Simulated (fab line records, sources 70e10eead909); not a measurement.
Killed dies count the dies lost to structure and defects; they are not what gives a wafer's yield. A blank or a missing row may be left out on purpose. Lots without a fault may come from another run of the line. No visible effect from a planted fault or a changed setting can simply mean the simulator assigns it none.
Which tool did it? || flow nand-harc || 39 wafers sampled from 13 lots at 1 step of a route of 1159

== WHAT THE GAUGES READ, wafer by wafer ==
NHARC_P_ZERO_WELL_CD_MEAS_11: target cd 500 nm. Usual: cd-nm reads 500.3 nm (standard deviation 2.5).
{"lot": "L595", "measured": "day 1 13:14", "on": "cd-sem-01", "cd-nm (nm)": "500.9 500.1 503.4", "flag": ""}
{"lot": "L596", "measured": "day 1 19:07", "on": "cd-sem-02", "cd-nm (nm)": "500.7 498.5 501.1", "flag": ""}
{"lot": "L598", "measured": "day 2 07:07", "on": "cd-sem-01", "cd-nm (nm)": "504.4 498.4 502.5", "flag": ""}
{"lot": "L599", "measured": "day 2 13:16", "on": "cd-sem-03", "cd-nm (nm)": "499.4 502.0 499.0", "flag": ""}
{"lot": "L601", "measured": "day 3 01:17", "on": "cd-sem-01", "cd-nm (nm)": "497.5 502.3 499.5", "flag": ""}
{"lot": "L602", "measured": "day 3 07:15", "on": "cd-sem-01", "cd-nm (nm)": "507.8 505.2 506.7", "flag": ""}
{"lot": "L603", "measured": "day 3 13:14", "on": "cd-sem-01", "cd-nm (nm)": "501.0 496.7 496.9", "flag": ""}
{"lot": "L607", "measured": "day 4 13:19", "on": "cd-sem-03", "cd-nm (nm)": "501.8 499.4 499.4", "flag": ""}
{"lot": "L610", "measured": "day 5 07:07", "on": "cd-sem-03", "cd-nm (nm)": "498.9 501.0 499.3", "flag": ""}
{"lot": "L614", "measured": "day 6 07:07", "on": "cd-sem-03", "cd-nm (nm)": "499.7 498.1 496.5", "flag": ""}
{"lot": "L615", "measured": "day 6 13:14", "on": "cd-sem-01", "cd-nm (nm)": "501.9 502.9 499.0", "flag": ""}
{"lot": "L616", "measured": "day 6 19:14", "on": "cd-sem-01", "cd-nm (nm)": "499.9 495.3 496.2", "flag": ""}
{"lot": "L617", "measured": "day 7 01:15", "on": "cd-sem-02", "cd-nm (nm)": "501.1 500.7 500.9", "flag": ""}

== EACH LOT AND THE TOOL THAT RAN IT (in order: tool; ch and the chambers of the sampled wafers; start) ==
The record holds no process step before these readings.

== WHAT THE TOOLS THEMSELVES READ (means of the sampled wafers that have a number; where no wafer has one, the mark that the record gives instead) ==
The record holds no such reading with a usual standard deviation.

== THE ANSWER, worked out from the rows above alone ==
Rule: a lot is off if the mean of its wafers that have a number lies more than 3 standard deviations from the usual mean. A lot without any number at a reading at which 4 lots or more have one is off too. Where the step has rows for the other lots, those lots are counted as sound. After the gauges, taken in route order, come the tools' own readings; for these a lot's mean is taken, as printed above. At the first step where some lot is off, the reading lying furthest off is the one used; lots without a number count as furthest.
No lot is off at any reading shown: from this, nothing can be told.

== WHAT THE SIMULATOR PUT IN ==
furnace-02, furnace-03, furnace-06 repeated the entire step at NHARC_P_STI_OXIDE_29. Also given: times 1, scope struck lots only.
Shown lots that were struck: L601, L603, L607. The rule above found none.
